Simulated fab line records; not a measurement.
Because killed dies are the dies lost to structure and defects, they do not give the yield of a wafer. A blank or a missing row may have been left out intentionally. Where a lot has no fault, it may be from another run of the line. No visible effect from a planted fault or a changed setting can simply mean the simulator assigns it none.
Matching of chambers	flow n5 finfet	N5_BEOL_M10_ETCH_62 on rie diel-05 has 4 sister chambers
The step etches SOC in N2/H2, target depth 110 nm, overetch 22 nm, time 165 s. 4 wafers are shown with their chamber, then 8 later ones without.

## EACH WAFER AND ITS CHAMBER
wafer	chamber	showerhead plenum p Torr (Torr)
L082.2	0	2.66
L087.5	2	2.62
L087.6	1	2.50
L086.1	3	2.51

## WAFERS WHOSE CHAMBER IS MISSING
wafer	showerhead plenum p Torr (Torr)
L086.3	2.51
L086.4	2.65
L094.1	2.65
L094.5	2.61
L094.6	2.50
L097.2	2.50
L097.3	2.61
L097.6	2.65

## THE CHAMBER EACH PASSED THROUGH
wafer	from the rows above	in truth
L086.3	can't be placed: 3 or 1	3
L086.4	0	0
L094.1	0	0
L094.5	2	2
L094.6	can't be placed: 1 or 3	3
L097.2	can't be placed: 1 or 3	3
L097.3	2	2
L097.6	0	0
Placed correctly: 5 of 8. Not placeable from these rows: 3 (in 3, the candidates include the true chamber). Wrongly placed: 0.
How it was worked out, from the rows above alone: a wafer's distance from a chamber is the root of the sum, over the readings, of the square of ((its reading less the chamber's mean) divided by the reading's scatter). The wafer belongs to the nearest chamber; if the next one is less than 2 further off, it can't be placed. A chamber's mean is the mean of its shown wafers. The scatter: root of mean squared gap, hidden wafer to nearest shown wafer, with one shown wafer a chamber.
